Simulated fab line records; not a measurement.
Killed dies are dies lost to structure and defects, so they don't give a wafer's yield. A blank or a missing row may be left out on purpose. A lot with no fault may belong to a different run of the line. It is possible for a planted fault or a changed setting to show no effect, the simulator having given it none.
fab line records ; flow nandHarc
record lots=12; wafers=36; lastDay=24
route steps=1159 shown A_CONTACT@896
lots untouched by any fault: they come from a run of this same line in which no faults occurred
startH: hours from the record's opening day to when the first of the lot's shown wafers began ; waitH: hours elapsed since this lot's preceding step ; " unchanged from the row above ; L1.1+2: one row covering several wafers at once ; - no value present, or no start provided ; * or withheld: withheld ; < > ~ a bound
route shown NAME@n: names a module that has steps shown in the file, with the first one's number in the route ; usual: mean/standard deviation taken from wafers without a fault ; same: alike in all rows ; chamber/n: place in a boat ; sites: per-site readings ; _std_site: how widely they spread, as a standard deviation ; _edge_site: mean of outer sites minus mean of inner sites ; radiusMm: for every site, how far away it sits from the centre of the wafer ; mask NAME#n: copy n ; behind: the tool/chamber that last shaped the wafer ; hold: reason for holding the lot/hours on hold/outcome of the hold ; device: transistor that didn't switch, given as n, p or np ; end of line: the tests these same wafers got at the end of their route ; where a step has no rows: the recipe by itself ; killed: not the wafer's yield, but the dies lost to structure and defects at the first sort ; map: dies across one wafer; x = killed, . = not, _ = none there
set.NAME: the setting the step ran with; set.NAME@STEP: the setting that earlier step ran with ; model.NAME: the simulator's own value behind a step, which no gauge read
steps of the route over a sample of lots; a table a step, a row a wafer
services: the hour from which a tool's chamber was out of use, counted from the record's first day as startH (under 0 if before that day), plus the number of hours and why
## steps
# step NHARC_A_CONTACT_CD_MEAS_69
# recipe targetCdNm=200; landingEnergyEv=500
# usual cdNm=199.8/0.62
lot.wafer;tool;chamber;startH;waitH;cdNm
L979.1;cdSem-03;0;373.61;-;200.7
L979.2;cdSem-03;0;373.61;-;200.2
L979.6;cdSem-03;0;373.61;-;200.1
L977.1;cdSem-02;0;379.53;-;200.3
L977.3;cdSem-02;0;379.53;-;199.9
L977.4;cdSem-02;0;379.53;-;200.3
L978.3;cdSem-01;0;381.05;-;200.3
L978.4;cdSem-01;0;381.05;-;200.5
L978.5;cdSem-01;0;381.05;-;200.3
L980.1;cdSem-02;0;384.00;-;200.5
L980.2;cdSem-02;0;384.00;-;199.4
L980.4;cdSem-02;0;384.00;-;199.1
L981.1;cdSem-01;0;386.96;-;201.4
L981.3;cdSem-01;0;386.96;-;201.0
L981.6;cdSem-01;0;386.96;-;200.9
L982.1;cdSem-01;0;410.07;-;200.4
L982.3;cdSem-01;0;410.07;-;199.8
L982.5;cdSem-01;0;410.07;-;199.5
L984.2;cdSem-01;0;412.52;-;198.8
L984.3;cdSem-01;0;412.52;-;199.1
L984.4;cdSem-01;0;412.52;-;199.6
L989.1;cdSem-03;0;454.27;-;199.9
L989.3;cdSem-03;0;454.27;-;200.4
L989.5;cdSem-03;0;454.27;-;200.2
L996.1;cdSem-03;0;486.77;-;199.1
L996.3;cdSem-03;0;486.77;-;200.1
L996.5;cdSem-03;0;486.77;-;199.0
L998.1;cdSem-03;0;505.95;-;200.3
L998.4;cdSem-03;0;505.95;-;199.8
L998.6;cdSem-03;0;505.95;-;200.0
L999.3;cdSem-03;0;510.21;-;200.3
L999.4;cdSem-03;0;510.21;-;200.2
L999.5;cdSem-03;0;510.21;-;200.2
L997.2;cdSem-01;0;512.13;-;199.9
L997.4;cdSem-01;0;512.13;-;199.8
L997.6;cdSem-01;0;512.13;-;199.2
# step NHARC_A_CONTACT_ETCH_75
# recipe targetDepthA=390; overEtchFrac=0.3; timeS=65; ionEnergyEv=80; cf4FlowSccm=150; arFlowSccm=0; rfW=300; biasW=100; chemistry=CF4
# usual drypumpMotorCurrentA=5.8/0.49; mfcArSccm=0.006/0.0093; oesProductAu=0.997/0.0093; rfVppV=150.6/1.2; runLengthS=86.0/0.57; showerheadPlenumPTorr=1.72/0.066; throttleValvePct=13.284/0.0096
lot.wafer;tool;chamber;startH;waitH;drypumpMotorCurrentA;mfcArSccm;oesProductAu;rfHoursCounterH;rfVppV;runLengthS;showerheadPlenumPTorr;throttleValvePct
L979.1;rieDiel-05;3;374.47;0.2;5.6;0.019;0.990;5;153.8;85.6;1.84;13.287
L979.2;rieDiel-05;0;374.47;0.2;5.9;0;1.002;5;149.6;86.6;1.66;13.287
L979.6;rieDiel-05;3;374.47;0.2;5.7;0.019;0.997;-;151.0;85.6;1.84;13.281
L977.3;rieDiel-02;2;379.81;0.1;5.4;0;1.000;15;150.8;86.9;1.84;13.270
L977.1;rieDiel-02;3;379.81;0.1;5.9;0;1.017;15;151.6;86.6;1.80;13.277
L977.4;rieDiel-02;0;379.81;0.1;6.4;0.009;0.993;16;150.0;86.8;1.65;13.278
L978.4;rieDiel-05;1;381.32;0.1;5.2;0;0.986;7;150.6;85.5;1.67;13.288
L978.3;rieDiel-05;2;381.32;0.1;6.7;0.004;1.006;7;151.1;86.5;1.68;13.263
L978.5;rieDiel-05;1;381.32;0.1;5.2;0;0.993;-;150.0;85.5;1.67;13.294
L980.2;rieDiel-05;1;384.28;0.1;5.2;0;0.994;8;148.5;85.2;1.67;13.286
L980.1;rieDiel-05;2;384.28;0.1;6.6;0.004;1.003;8;150.5;86.8;1.69;13.298
L980.4;rieDiel-05;3;384.28;0.1;5.7;0.019;0.992;9;153.9;85.4;1.84;13.310
L981.1;rieDiel-13;2;387.24;0.1;5.7;0.002;1.000;37;151.3;86.3;1.69;13.272
L981.3;rieDiel-13;3;387.24;0.1;5.7;0.000;1.000;37;151.5;85.9;1.78;13.287
L981.6;rieDiel-13;2;387.24;0.1;5.7;0.002;0.993;-;150.4;86.0;1.69;13.289
L982.1;rieDiel-05;0;410.52;0.2;5.8;0;1.001;14;151.1;86.3;1.66;13.290
L982.3;rieDiel-05;2;410.52;0.2;6.6;0.004;1.000;13;148.5;86.5;1.68;13.279
L982.5;rieDiel-05;0;410.52;0.2;5.9;0;1.007;-;148.2;86.4;1.66;13.284
L984.4;rieDiel-05;2;412.79;0.1;6.7;0.004;1.004;14;149.7;86.4;1.68;13.268
L984.2;rieDiel-05;3;412.79;0.1;5.7;0.019;0.995;15;152.5;85.3;1.83;13.304
L984.3;rieDiel-05;0;412.79;0.1;5.8;0;0.992;15;149.7;86.1;1.66;13.280
L989.1;rieDiel-05;0;454.54;0.1;5.8;0;1.006;24;148.4;70.9;1.66;13.283
L989.3;rieDiel-05;2;454.54;0.1;6.6;0.004;1.001;22;149.6;87.0;1.68;13.264
L989.5;rieDiel-05;1;454.54;0.1;5.2;0;0.999;-;149.3;85.1;1.66;13.291
L996.1;rieDiel-13;2;487.14;0.1;5.7;0.002;1.000;10;151.0;86.1;1.68;13.298
L996.3;rieDiel-13;1;487.14;0.1;5.6;0.030;1.004;8;151.6;85.6;1.76;13.301
L996.5;rieDiel-13;2;487.14;0.1;5.7;0.002;0.995;-;148.5;86.1;1.68;13.279
L998.4;rieDiel-13;1;506.43;0.2;5.7;0.030;1.003;17;151.8;86.0;1.76;13.289
L998.1;rieDiel-13;2;506.43;0.2;5.7;0.002;0.991;18;150.4;85.9;1.68;13.284
L998.6;rieDiel-13;0;506.43;0.2;5.1;0;1.004;-;149.7;86.6;1.67;13.291
L999.3;rieDiel-13;2;510.48;0.1;5.7;0.002;0.996;20;151.0;86.2;1.68;13.291
L999.4;rieDiel-13;3;510.48;0.1;5.7;0.000;0.995;20;151.0;86.4;1.77;13.267
L999.5;rieDiel-13;3;510.48;0.1;5.7;0.000;0.987;-;151.9;86.0;1.77;13.290
L997.2;rieDiel-13;1;512.48;0.1;5.6;0.030;1.005;20;150.2;85.8;1.76;13.266
L997.4;rieDiel-13;3;512.48;0.1;5.7;0.000;0.988;21;152.2;85.7;1.77;13.291
L997.6;rieDiel-13;0;512.48;0.1;5.1;0;1.005;-;150.1;86.8;1.67;13.284
# step NHARC_A_CONTACT_ETCH_76
# recipe targetDepthA=2600; overEtchFrac=0.3; timeS=475.3; ionEnergyEv=200; n2FlowSccm=150; h2FlowSccm=150; arFlowSccm=0; rfW=400; biasW=150; chemistry=N2/H2
# usual drypumpMotorCurrentA=5.7/0.45; mfcArSccm=0.006/0.0092; oesProductAu=0.996/0.0098; rfVppV=428.8/2.6; runLengthS=496.3/0.5; showerheadPlenumPTorr=1.97/0.086; throttleValvePct=14.172/0.0094
lot.wafer;tool;chamber;startH;waitH;drypumpMotorCurrentA;mfcArSccm;oesProductAu;rfHoursCounterH;rfVppV;runLengthS;showerheadPlenumPTorr;throttleValvePct
L979.2;rieDiel-05;0;-;-;5.9;0;1.014;5;427.7;496.6;1.90;14.169
L979.1;rieDiel-05;1;-;-;5.2;0;0.989;5;426.7;496.0;1.91;14.172
L979.6;rieDiel-05;3;-;-;5.7;0.019;0.986;-;432.2;495.6;2.13;14.162
L977.4;rieDiel-02;1;-;-;6.0;0;1.005;16;429.4;496.2;2.03;14.168
L977.3;rieDiel-02;3;-;-;5.9;0;1.021;15;430.8;497.0;2.08;14.171
L977.1;rieDiel-02;0;-;-;6.4;0.009;1.011;16;426.5;497.6;1.89;14.187
L978.4;rieDiel-05;3;-;-;5.7;0.019;0.986;7;431.9;495.8;2.13;14.161
L978.3;rieDiel-05;1;-;-;5.2;0;0.986;7;426.7;495.6;1.91;14.185
L978.5;rieDiel-05;3;-;-;5.7;0.019;0.980;-;433.0;495.7;2.13;14.167
L980.1;rieDiel-05;3;-;-;5.7;0.019;0.983;9;434.4;495.8;2.12;14.159
L980.4;rieDiel-05;1;-;-;5.2;0;0.984;9;425.8;496.1;1.91;14.171
L980.2;rieDiel-05;2;-;-;6.6;0.004;0.992;8;428.1;496.7;1.93;14.160
L981.3;rieDiel-13;0;-;-;5.1;0;0.992;39;427.1;496.7;1.93;14.168
L981.1;rieDiel-13;2;-;-;5.7;0.002;1.000;37;428.0;496.5;1.94;14.176
L981.6;rieDiel-13;3;-;-;5.7;0.000;1.005;-;431.6;496.3;2.06;14.183
L982.1;rieDiel-05;2;-;-;6.7;0.004;0.998;13;426.8;497.3;1.93;14.157
L982.3;rieDiel-05;3;-;-;5.7;0.019;0.993;14;432.9;495.8;2.12;14.182
L982.5;rieDiel-05;3;-;-;5.7;0.019;0.982;-;433.0;495.7;2.12;14.158
L984.4;rieDiel-05;0;-;-;5.8;0;1.013;15;426.5;496.3;1.90;14.165
L984.3;rieDiel-05;1;-;-;5.2;0;1.000;14;426.8;495.4;1.91;14.159
L984.2;rieDiel-05;3;-;-;5.7;0.019;0.988;15;433.3;496.1;2.12;14.167
L989.1;rieDiel-05;3;-;-;5.7;0.019;0.998;24;432.2;495.5;2.12;14.157
L989.3;rieDiel-05;2;-;-;6.6;0.004;0.987;22;427.2;496.8;1.93;14.181
L989.5;rieDiel-05;0;-;-;5.9;0;1.008;-;426.3;496.4;1.90;14.170
L996.1;rieDiel-13;3;-;-;5.7;0.000;0.994;11;431.5;496.4;2.05;14.176
L996.3;rieDiel-13;1;-;-;5.6;0.030;0.999;9;431.3;496.0;2.03;14.186
L996.5;rieDiel-13;3;-;-;5.7;0.000;0.988;-;430.6;496.8;2.05;14.165
L998.4;rieDiel-13;3;-;-;5.7;0.000;0.989;18;430.4;496.8;2.04;14.181
L998.1;rieDiel-13;1;-;-;5.6;0.030;1.005;17;432.0;496.0;2.02;14.161
L998.6;rieDiel-13;2;-;-;5.7;0.002;0.990;-;426.2;496.2;1.93;14.166
L999.4;rieDiel-13;0;-;-;5.1;0;1.012;18;426.6;497.1;1.91;14.175
L999.3;rieDiel-13;1;-;-;5.6;0.030;1.017;19;431.0;496.2;2.02;14.170
L999.5;rieDiel-13;3;-;-;5.7;0.000;0.984;-;432.5;496.2;2.04;14.161
L997.2;rieDiel-13;2;-;-;5.6;0.002;0.985;21;426.5;496.3;1.93;14.166
L997.4;rieDiel-13;0;-;-;5.1;0;1.005;19;427.1;496.6;1.91;14.167
L997.6;rieDiel-13;2;-;-;5.6;0.002;0.990;-;427.1;496.4;1.93;14.181
# step NHARC_A_CONTACT_ETCH_129
# recipe sourceW=withheld; pressureMtorr=20; biasV=1200; timeS=155; targetDepthA=9560; arFlowSccm=withheld; c4f8FlowSccm=withheld; o2FlowSccm=withheld; chemistry=C4F8/O2/Ar
# usual runLengthS=155/0
lot.wafer;tool;chamber;startH;waitH;rfHoursCounterH;runLengthS
L979.2;harCapEtch-01;1;376.92;0.2;59;155
L979.1;harCapEtch-01;0;376.92;0.2;59;155
L979.6;harCapEtch-01;1;376.92;0.2;-;155
L977.1;harCapEtch-01;1;381.61;0.1;61;155
L977.3;harCapEtch-01;1;381.61;0.1;-;155
L977.4;harCapEtch-01;0;381.61;0.1;-;155
L978.3;harCapEtch-01;0;383.27;0.1;-;155
L978.4;harCapEtch-01;1;383.27;0.1;-;155
L978.5;harCapEtch-01;1;383.27;0.1;-;155
L980.2;harCapEtch-01;1;386.11;0.1;63;155
L980.1;harCapEtch-01;0;386.11;0.1;63;155
L980.4;harCapEtch-01;1;386.11;0.1;-;155
L981.1;harCapEtch-03;1;389.07;0.1;82;155
L981.3;harCapEtch-03;0;389.07;0.1;-;155
L981.6;harCapEtch-03;1;389.07;0.1;-;155
L982.1;harCapEtch-02;0;412.60;0.1;16;155
L982.3;harCapEtch-02;1;412.60;0.1;-;155
L982.5;harCapEtch-02;1;412.60;0.1;-;155
L984.2;harCapEtch-01;0;414.62;0.1;67;155
L984.4;harCapEtch-01;1;414.62;0.1;-;155
L984.3;harCapEtch-01;0;414.62;0.1;-;155
L989.1;harCapEtch-03;1;456.75;0.2;94;155
L989.3;harCapEtch-03;1;456.75;0.2;-;155
L989.5;harCapEtch-03;0;456.75;0.2;-;155
L996.1;harCapEtch-02;1;489.04;0.1;29;155
L996.3;harCapEtch-02;0;489.04;0.1;-;155
L996.5;harCapEtch-02;1;489.04;0.1;-;155
L998.1;harCapEtch-02;0;508.53;0.1;32;155
L998.4;harCapEtch-02;0;508.53;0.1;-;155
L998.6;harCapEtch-02;0;508.53;0.1;-;155
L999.3;harCapEtch-03;1;512.95;0.1;-;155
L999.4;harCapEtch-03;0;512.95;0.1;-;155
L999.5;harCapEtch-03;0;512.95;0.1;-;155
L997.2;harCapEtch-01;0;514.34;0.1;85;155
L997.4;harCapEtch-01;0;514.34;0.1;-;155
L997.6;harCapEtch-01;1;514.34;0.1;-;155
## services
tool;chamber;startH;hours;kind
rieDiel-05;2;358.94;1.9;repair
rieDiel-05;0;374.22;-;clean
rieDiel-05;1;374.22;-;clean
rieDiel-05;2;374.22;-;clean
rieDiel-05;3;374.22;-;clean
rieDiel-02;-;392.47;0.8;repair
harCapEtch-03;-;394.48;0.3;repair
harCapEtch-01;-;396.31;0.3;repair
rieDiel-05;0;398.72;-;clean
rieDiel-05;1;398.72;-;clean
rieDiel-05;2;398.72;-;clean
rieDiel-05;3;398.72;-;clean
harCapEtch-02;-;401.84;1.0;repair
rieDiel-13;1;404.80;1.4;repair
rieDiel-05;0;423.22;-;clean
rieDiel-05;1;423.22;-;clean
rieDiel-05;2;423.22;-;clean
rieDiel-05;3;423.22;-;clean
rieDiel-05;0;447.72;-;clean
rieDiel-05;1;447.72;-;clean
rieDiel-05;2;447.72;-;clean
rieDiel-05;3;447.72;-;clean
rieDiel-13;-;453.05;9.0;pm
rieDiel-02;-;504.89;9.0;pm
## key
firstSign step=NHARC_A_CONTACT_ETCH_75; reading=runLengthS; direction=down; sigmas=26; usual=*; struck=*
effect none on later readings
metAt NHARC_A_CONTACT_ETCH_75
struckLots L989
struckWafers L989.1
testerLeftOut L989
notActingAt NHARC_A_CONTACT_CD_MEAS_69,NHARC_A_CONTACT_ETCH_76,NHARC_A_CONTACT_ETCH_129
onsetBetween 412.79 454.54
fault kind=processParameterDrift; tool=rieDiel-05; chamber=0; onsetH=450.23; steps=NHARC_A_CONTACT_ETCH_75; channel=timeS; offset=*; shape=step; endH=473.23; actsIn=*; stated=*
# testerLeftOut: of these lots the tester's yield and bins aren't shown, on N5 and GAA mostly nor the transistor test; their killed dies are dies lost to structure and defects alone, not to doping, threshold or leakage, so they don't give the yield
